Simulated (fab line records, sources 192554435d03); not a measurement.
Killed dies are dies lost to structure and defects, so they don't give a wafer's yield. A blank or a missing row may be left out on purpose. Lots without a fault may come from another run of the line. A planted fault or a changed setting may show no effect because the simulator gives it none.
fab line records | flow n5_finfet
record lots=7 wafers=21
route steps=1938 shown BEOL_M13@1659 BEOL_M14@1730 BEOL_M15@1797
start_h: hours from the record's first day to the start of the lot's first wafer shown | wait_h: hours since the lot's step before | " the same as in the row above | L1.1+2: a row that stands for several wafers | - no value, or no start given | * or withheld: withheld | < > ~ a bound
route shown NAME@n: a module of which the file shows steps, and the number in the route of the first | usual: mean/standard deviation of fault-free wafers | same: alike in all rows | chamber/n: place in a boat | sites: the reading at each site | _std_site: their standard deviation | _edge_site: outer sites' mean less inner sites' | radius_mm: how far each site lies from the wafer's centre | mask NAME#n: copy n | behind: the tool/chamber that last shaped the wafer | hold: why the lot was held/for how many hours/how that ended | device: the transistor (n, p or np) that didn't switch | end of line: the same wafers' tests at the end of the route | a step without rows: its recipe alone | killed: dies lost to structure and defects at the first sort, not the wafer's yield | map: a wafer's dies, x killed, . not, _ none there
set.NAME: the setting as run; set.NAME@STEP: as run at that earlier step | model.NAME: the simulator's own value behind a step, which no gauge read
lots whose settings were changed on purpose; a table a step, a row a wafer
## steps
# step N5_BEOL_M13_ILD_DEP_00
# recipe material=SiOC target_thk_a=8379.2 temp_c=350 precursor=DEMS/O2 pressure_torr=5 rf_w=500 time_s=166.4
# columns lot.wafer tool chamber start_h wait_h set.time_s model.SiOC_of_BEOL_M13_ILD_DEP_00.thk_nm
L078.2 pecvd-03 1 294.44 0.0 177.3 879.8
L078.3 " 0 " " 166.4 834.6
L078.4 " 0 " " 166.4 845.4
L082.1 pecvd-01 2 308.64 0.0 166.4 832.4
L082.4 " 1 " " 166.4 841.6
L082.5 " 2 " " 166.4 847.8
L086.1 pecvd-01 1 327.06 0.0 166.4 817.2
L086.3 " 2 " " 178.7 885.4
L086.4 " 0 " " 166.4 835
L085.3 pecvd-03 2 342.48 0.0 177 871.2
L085.5 " 0 " " 177 889.6
L085.6 " 1 " " 166.4 836.2
L094.2 pecvd-02 2 385.27 0.0 182.7 919.2
L094.4 " 1 " " 166.4 850.8
L094.5 " 0 " " 166.4 854.2
L095.1 pecvd-03 0 388.82 0.0 166.4 829
L095.3 " 1 " " 178.7 885.4
L095.6 " 1 " " 166.4 835.6
L096.3 pecvd-02 2 404.46 0.0 166.4 833.8
L096.5 " 0 " " 166.4 852.2
L096.6 " 2 " " 141.5 723
# step N5_BEOL_M13_THK_MEAS_01
# recipe reads=SiOC_of_BEOL_M13_ILD_DEP_00
# usual M13_ILD_THK=839/9.6
# columns lot.wafer tool chamber start_h wait_h set.time_s@BEOL_M13_ILD_DEP_00 M13_ILD_THK[nm]
L078.2 film_metro-01 - 294.59 0.1 177.3 880
L078.3 " - " " 166.4 835
L078.4 " - " " 166.4 845
L082.1 film_metro-02 - 308.79 0.1 166.4 833
L082.4 " - " " 166.4 842
L082.5 " - " " 166.4 848
L086.1 film_metro-02 - 327.21 0.1 166.4 818
L086.3 " - " " 178.7 886
L086.4 " - " " 166.4 836
L085.3 film_metro-02 - 342.63 0.1 177 871
L085.5 " - " " 177 890
L085.6 " - " " 166.4 836
L094.2 film_metro-02 - 385.42 0.1 182.7 919
L094.4 " - " " 166.4 851
L094.5 " - " " 166.4 854
L095.1 film_metro-02 - 388.98 0.1 166.4 829
L095.3 " - " " 178.7 886
L095.6 " - " " 166.4 835
L096.3 film_metro-01 - 404.62 0.1 166.4 833
L096.5 " - " " 166.4 852
L096.6 " - " " 141.5 723
# step N5_BEOL_M13_COAT_58
# recipe resist=BARC temp_c=205 time_s=60 spin_rpm=1500 resist_thk_nm=89
# step N5_BEOL_M13_COAT_04
# recipe spin_rpm=1625 resist_thk_nm=400
# step N5_BEOL_M13_DESCUM_15
# recipe chemistry=O2 time_s=7.9 source_power_w=50 bias_power_w=20 pressure_mtorr=20 rf_frequency_hz=2.712e+07 temp_c=40 o2_flow_sccm=225
# step N5_BEOL_M13_ETCH_59
# recipe chemistry=N2/H2 target=BARC target_depth_a=890 overetch_a=267 time_s=67.9 ion_energy_ev=200 pressure_mtorr=30 source_w=840 bias_w=150 n2_flow_sccm=200 h2_flow_sccm=200
# step N5_BEOL_M13_VIA_ETCH_16
# recipe chemistry=C4F8/O2/Ar target=SiOC pressure_mtorr=30 source_w=3000 bias_w=700 Ar_flow_sccm=400 C4F8_flow_sccm=15 O2_flow_sccm=8 he_inner_torr=15 he_outer_torr=30 target_depth_a=9217 time_s=withheld ion_energy_ev=250 ends=cleared
# columns lot.wafer tool chamber start_h wait_h set.time_s@BEOL_M13_ILD_DEP_00 model.etch.depth_nm model.coat_of_BEOL_M13_COAT_04.thk_nm
L078.2 rie_diel-03 1 295.06 0.0 * 879.7 59.6
L078.3 " 3 " " * 834.7 70.8
L078.4 " 0 " " * 845.4 69.8
L082.1 rie_diel-06 2 309.39 0.0 * 832.4 72
L082.4 " 1 " " * 841.6 68.2
L082.5 " 3 " " * 847.8 68.2
L086.1 rie_diel-03 2 327.81 0.0 * 817.1 77.6
L086.3 " 3 " " * 885.3 55.2
L086.4 " 1 " " * 835 73.2
L085.3 rie_diel-03 2 343.12 0.0 * 871.1 61.8
L085.5 " 1 " " * 889.7 56.2
L085.6 " 3 " " * 836.3 71.6
L094.2 rie_diel-06 0 385.90 0.0 * 919.2 43.8
L094.4 " 0 " " * 850.8 65.4
L094.5 " 1 " " * 854.2 62.2
L095.1 rie_diel-03 0 389.59 0.0 * 829 71.2
L095.3 " 1 " " * 885.4 56
L095.6 " 0 " " * 835.6 67.8
L096.3 rie_diel-03 1 405.22 0.0 * 833.8 72
L096.5 " 2 " " * 852.2 67.4
L096.6 " 1 " " * 723 103.2
# step N5_BEOL_M13_STRIP_63
# recipe chemistry=N2/H2 power_w=1000 temp_c=250 h2_frac=0.65 overash_fraction=0.3 pressure_mtorr=1000 n2_flow_sccm=1750 h2_flow_sccm=3250
# usual strip_time_to_endpoint_s=27.7/0.94
# columns lot.wafer tool chamber start_h wait_h set.time_s@BEOL_M13_ILD_DEP_00 strip_time_to_endpoint_s
L078.2 plasma_asher-01 0 295.30 - 177.3 24.6
L078.3 " 1 " " 166.4 27.9
L078.4 " 0 " " 166.4 27.6
L082.1 plasma_asher-01 0 309.63 - 166.4 28.2
L082.4 " 1 " " 166.4 27.1
L082.5 " 0 " " 166.4 27.1
L086.1 plasma_asher-01 1 328.05 - 166.4 29.9
L086.3 " 0 " " 178.7 23.2
L086.4 " 1 " " 166.4 28.6
L085.3 plasma_asher-02 0 343.38 - 177 25.2
L085.5 " 0 " " 177 23.5
L085.6 " 1 " " 166.4 28.2
L094.2 plasma_asher-01 0 386.13 - 182.7 19.7
L094.4 " 1 " " 166.4 26.3
L094.5 " 0 " " 166.4 25.3
L095.1 plasma_asher-02 1 389.94 - 166.4 28.0
L095.3 " 1 " " 178.7 23.5
L095.6 " 1 " " 166.4 27.0
L096.3 plasma_asher-02 0 405.47 - 166.4 28.3
L096.5 " 1 " " 166.4 26.9
L096.6 " 0 " " 141.5 37.1
# step N5_BEOL_M14_ETCH_59
# recipe chemistry=N2/H2 target=BARC target_depth_a=890 overetch_a=267 time_s=67.9 ion_energy_ev=200 pressure_mtorr=30 source_w=840 bias_w=150 n2_flow_sccm=200 h2_flow_sccm=200
# columns lot.wafer tool chamber start_h wait_h set.time_s model.coat_of_BEOL_M14_COAT_04.thk_nm
L078.2 rie_diel-04 0 299.15 0.0 67.9 717
L078.3 " 2 " " 67.9 716.8
L078.4 " 1 " " 67.9 716
L082.1 rie_diel-02 2 317.98 0.0 67.9 719
L082.4 " 0 " " 67.9 718.2
L082.5 " 1 " " 67.9 722.2
L086.1 rie_diel-05 0 334.15 0.0 67.9 718
L086.3 " 2 " " 67.9 714.8
L086.4 " 1 " " 52.85 730
L085.3 rie_diel-05 2 347.42 0.0 53.73 733.2
L085.5 " 2 " " 67.9 721.4
L085.6 " 0 " " 53.73 734.4
L094.2 rie_diel-05 2 392.34 0.0 67.9 719.8
L094.4 " 3 " " 67.9 718.2
L094.5 " 3 " " 67.9 718.6
L095.1 rie_diel-04 0 397.60 0.0 67.9 717.2
L095.3 " 3 " " 57.38 721.6
L095.6 " 0 " " 67.9 713
L096.3 rie_diel-04 1 413.03 0.0 67.9 712.8
L096.5 " 1 " " 67.9 713.8
L096.6 " 2 " " 67.9 715
# step N5_BEOL_M14_EXPOSE_25
# recipe mask_id=M14 na=0.8 source_shape=annular sigma_inner=0.5 sigma_outer=0.8 polarization=unpolarized target_cd_nm=280 dose_mj=26.6
# columns lot.wafer tool chamber start_h wait_h mask set.dose_mj
L078.2+3 krf_scanner-02 0 299.72 - M14#0 27.67
L078.4 " 0 " " M14#0 26.6
L082.1+4+5 krf_scanner-01 0 318.66 - M14#0 26.6
L086.1 krf_scanner-01 0 334.83 - M14#0 27.75
L086.3+4 " 0 " " M14#0 26.6
L085.3+5+6 krf_scanner-01 0 348.02 - M14#0 24.93
L094.2+5 krf_scanner-02 0 393.03 - M14#0 25.96
L094.4 " 0 " " M14#0 26.6
L095.1 krf_scanner-01 0 398.16 - M14#0 26.6
L095.3+6 " 0 " " M14#0 24.71
L096.3+6 krf_scanner-02 0 413.74 - M14#0 26.6
L096.5 " 0 " " M14#0 27.52
# step N5_BEOL_M14_PEB_26
# recipe peb_temp_c=130 peb_time_s=90
# step N5_BEOL_M14_DEVELOP_27
# recipe develop_time_s=45 rinse_liquid=diw dry=air_spin dev_temp_c=21
# step N5_BEOL_M14_HARDBAKE_32
# recipe temp_c=130 time_s=120
# step N5_BEOL_M14_CD_MEAS_28
# recipe target_cd_nm=284.4 landing_energy_ev=500 detector=se_inlens
# usual cd_nm=284.9/1.6
# columns lot.wafer tool chamber start_h wait_h set.dose_mj@BEOL_M14_EXPOSE_25 cd_nm
L078.2 cd_sem-03 0 299.88 - 27.67 293.2
L078.3 " 0 " " 27.67 291.4
L078.4 " 0 " " 26.6 283.3
L082.1 cd_sem-01 0 318.84 - 26.6 287.0
L082.4 " 0 " " 26.6 288.3
L082.5 " 0 " " 26.6 288.7
L086.1 cd_sem-03 0 335.00 - 27.75 290.2
L086.3 " 0 " " 26.6 284.4
L086.4 " 0 " " 26.6 282.6
L085.3 cd_sem-03 0 348.18 - 24.93 270.4
L085.5 " 0 " " 24.93 271.3
L085.6 " 0 " " 24.93 272.7
L094.2 cd_sem-01 0 393.20 - 25.96 280.9
L094.4 " 0 " " 26.6 285.2
L094.5 " 0 " " 25.96 279.5
L095.1 cd_sem-02 0 398.34 - 26.6 284.0
L095.3 " 0 " " 24.71 272.7
L095.6 " 0 " " 24.71 271.8
L096.3 cd_sem-01 0 413.90 - 26.6 287.1
L096.5 " 0 " " 27.52 291.4
L096.6 " 0 " " 26.6 287.9
# step N5_BEOL_M14_DESCUM_33
# recipe chemistry=O2 time_s=7.9 source_power_w=50 bias_power_w=20 pressure_mtorr=20 rf_frequency_hz=2.712e+07 temp_c=40 o2_flow_sccm=225
# columns lot.wafer tool chamber start_h wait_h set.dose_mj@BEOL_M14_EXPOSE_25 model.BEOL_M14.cd_nm
L078.2 rie_diel-05 0 300.01 0.0 27.67 293.2
L078.3 " 1 " " 27.67 291.8
L078.4 " 2 " " 26.6 283.4
L082.1 rie_diel-04 3 319.03 0.1 26.6 287.2
L082.4+5 " 0 " " 26.6 288.4
L086.1 rie_diel-05 2 335.09 0.0 27.75 290.2
L086.3 " 1 " " 26.6 284.6
L086.4 " 3 " " 26.6 282.8
L085.3 rie_diel-05 0 348.27 0.0 24.93 270.8
L085.5 " 2 " " 24.93 271.2
L085.6 " 1 " " 24.93 272.8
L094.2 rie_diel-05 1 394.02 0.8 25.96 281.2
L094.4 " 0 " " 26.6 285
L094.5 " 1 " " 25.96 279.6
L095.1 rie_diel-04 1 398.43 0.0 26.6 283.8
L095.3 " 0 " " 24.71 272.6
L095.6 " 3 " " 24.71 271.4
L096.3 rie_diel-02 1 413.98 0.0 26.6 287
L096.5 " 0 " " 27.52 291.2
L096.6 " 2 " " 26.6 288.2
# step N5_BEOL_M14_ETCH_67
# recipe chemistry=CF4 target=SiARC target_depth_a=1430 time_s=238.3 ion_energy_ev=80 pressure_mtorr=40 source_w=545 bias_w=36 Ar_flow_sccm=100 cf4_flow_sccm=100 ends=cleared
# step N5_BEOL_M14_ETCH_68
# recipe chemistry=N2/H2 target=SOC mask_material=SiARC source_w=3000 bias_w=350 temp_c=40 time_s=450 ion_energy_ev=200 pressure_mtorr=30 n2_flow_sccm=200 h2_flow_sccm=200
# columns lot.wafer tool chamber start_h wait_h set.dose_mj@BEOL_M14_EXPOSE_25 model.BEOL_M14.cd_nm
L078.2 rie_diel-05 0 300.19 0.1 27.67 290.6
L078.3 " 1 " " 27.67 287.4
L078.4 " 2 " " 26.6 278.4
L082.1 rie_diel-04 3 319.22 0.1 26.6 281.6
L082.4 " 0 " " 26.6 281.8
L082.5 " 0 " " 26.6 282.8
L086.1 rie_diel-05 2 335.27 0.1 27.75 285
L086.3 " 1 " " 26.6 279.8
L086.4 " 3 " " 26.6 276.6
L085.3 rie_diel-05 0 348.45 0.1 24.93 267.4
L085.5 " 2 " " 24.93 266.8
L085.6 " 1 " " 24.93 268.4
L094.2 rie_diel-05 1 394.20 0.1 25.96 277
L094.4 " 0 " " 26.6 281
L094.5 " 1 " " 25.96 275.8
L095.1 rie_diel-04 1 398.61 0.1 26.6 280.2
L095.3+6 " 0,3 " " 24.71 267
L096.3 rie_diel-02 1 414.17 0.1 26.6 281.8
L096.5 " 0 " " 27.52 286.8
L096.6 " 2 " " 26.6 284
# step N5_BEOL_M14_STRIP_69
# recipe chemistry=N2/H2 temp_c=40 n2_flow_sccm=200 h2_flow_sccm=200 rf_frequency_hz=6e+07
# step N5_BEOL_M14_TRENCH_ETCH_34
# recipe chemistry=C4F8/O2/Ar target=SiO2 target_depth_a=5566.5 mask_material=SOC he_inner_torr=15 he_outer_torr=30 time_s=126.9 ion_energy_ev=800 pressure_mtorr=20 source_w=1905 bias_w=2040 Ar_flow_sccm=400 C4F8_flow_sccm=16 O2_flow_sccm=12
# columns lot.wafer tool chamber start_h wait_h set.dose_mj@BEOL_M14_EXPOSE_25 model.BEOL_M14.cd_nm
L078.2 rie_diel-05 0 300.46 0.0 27.67 290.6
L078.3 " 1 " " 27.67 287.4
L078.4 " 2 " " 26.6 278.4
L082.1 rie_diel-04 3 319.49 0.0 26.6 281.6
L082.4 " 0 " " 26.6 282.2
L082.5 " 0 " " 26.6 283
L086.1 rie_diel-05 2 335.54 0.0 27.75 285
L086.3 " 1 " " 26.6 280
L086.4 " 3 " " 26.6 277
L085.3 rie_diel-05 0 348.72 0.0 24.93 267.4
L085.5 " 2 " " 24.93 267.2
L085.6 " 1 " " 24.93 268.4
L094.2 rie_diel-05 1 394.47 0.0 25.96 277.2
L094.4 " 0 " " 26.6 281.2
L094.5 " 1 " " 25.96 275.8
L095.1 rie_diel-04 1 398.88 0.0 26.6 280.2
L095.3 " 0 " " 24.71 267
L095.6 " 3 " " 24.71 266.8
L096.3 rie_diel-02 1 414.44 0.0 26.6 281.8
L096.5 " 0 " " 27.52 286.6
L096.6 " 2 " " 26.6 283.8
# step N5_BEOL_M15_COAT_22
# recipe spin_rpm=1704 resist_thk_nm=800
# columns lot.wafer tool chamber start_h wait_h set.spin_rpm model.coat_of_BEOL_M15_COAT_22.thk_nm
L078.2 litho_track-03 0 - - 1858 766.8
L078.3 " 0 " " 1704 801
L078.4 " 0 " " 1704 797.8
L082.1 litho_track-02 0 - - 1704 800.2
L082.4 " 0 " " 1704 800.4
L082.5 " 0 " " 1704 801
L086.1 litho_track-03 0 - - 1704 803.4
L086.3 " 0 " " 1769 786
L086.4 " 0 " " 1769 787.8
L085.3 litho_track-02 0 - - 1856 768.2
L085.5 " 0 " " 1856 768
L085.6 " 0 " " 1704 801.8
L094.2 litho_track-04 0 - - 1704 797.2
L094.4 " 0 " " 1704 795.6
L094.5 " 0 " " 1704 797.8
L095.1 litho_track-03 0 - - 1704 803.2
L095.3 " 0 " " 1704 805.6
L095.6 " 0 " " 1704 805
L096.3 litho_track-02 0 - - 1752 788.2
L096.5 " 0 " " 1704 802
L096.6 " 0 " " 1704 804
## key
split step=N5_BEOL_M13_ILD_DEP_00 setting=time_s stated=166.4 by=wafer
response step=N5_BEOL_M13_ILD_DEP_00 reading=model.SiOC_of_BEOL_M13_ILD_DEP_00.thk_nm change=+7.46 per=1% r=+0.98
response step=N5_BEOL_M13_THK_MEAS_01 reading=M13_ILD_THK change=+7.46 per=1% r=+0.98
response step=N5_BEOL_M13_VIA_ETCH_16 reading=model.etch.depth_nm change=+7.45 per=1% r=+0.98
response step=N5_BEOL_M13_VIA_ETCH_16 reading=model.coat_of_BEOL_M13_COAT_04.thk_nm change=-2.14 per=1% r=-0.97
response step=N5_BEOL_M13_STRIP_63 reading=strip_time_to_endpoint_s change=* per=1% r=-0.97
split step=N5_BEOL_M14_ETCH_59 setting=time_s stated=67.9 by=wafer
response step=N5_BEOL_M14_ETCH_59 reading=model.coat_of_BEOL_M14_COAT_04.thk_nm change=-0.566 per=1% r=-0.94
split step=N5_BEOL_M14_EXPOSE_25 setting=dose_mj stated=26.6 by=wafer
response step=N5_BEOL_M14_CD_MEAS_28 reading=cd_nm change=+1.68 per=1% r=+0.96
response step=N5_BEOL_M14_DESCUM_33 reading=model.BEOL_M14.cd_nm change=+1.67 per=1% r=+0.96
response step=N5_BEOL_M14_ETCH_68 reading=model.BEOL_M14.cd_nm change=+1.85 per=1% r=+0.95
response step=N5_BEOL_M14_TRENCH_ETCH_34 reading=model.BEOL_M14.cd_nm change=+1.84 per=1% r=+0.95
split step=N5_BEOL_M15_COAT_22 setting=spin_rpm stated=1704 by=wafer
response step=N5_BEOL_M15_COAT_22 reading=model.coat_of_BEOL_M15_COAT_22.thk_nm change=-3.81 per=1% r=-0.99
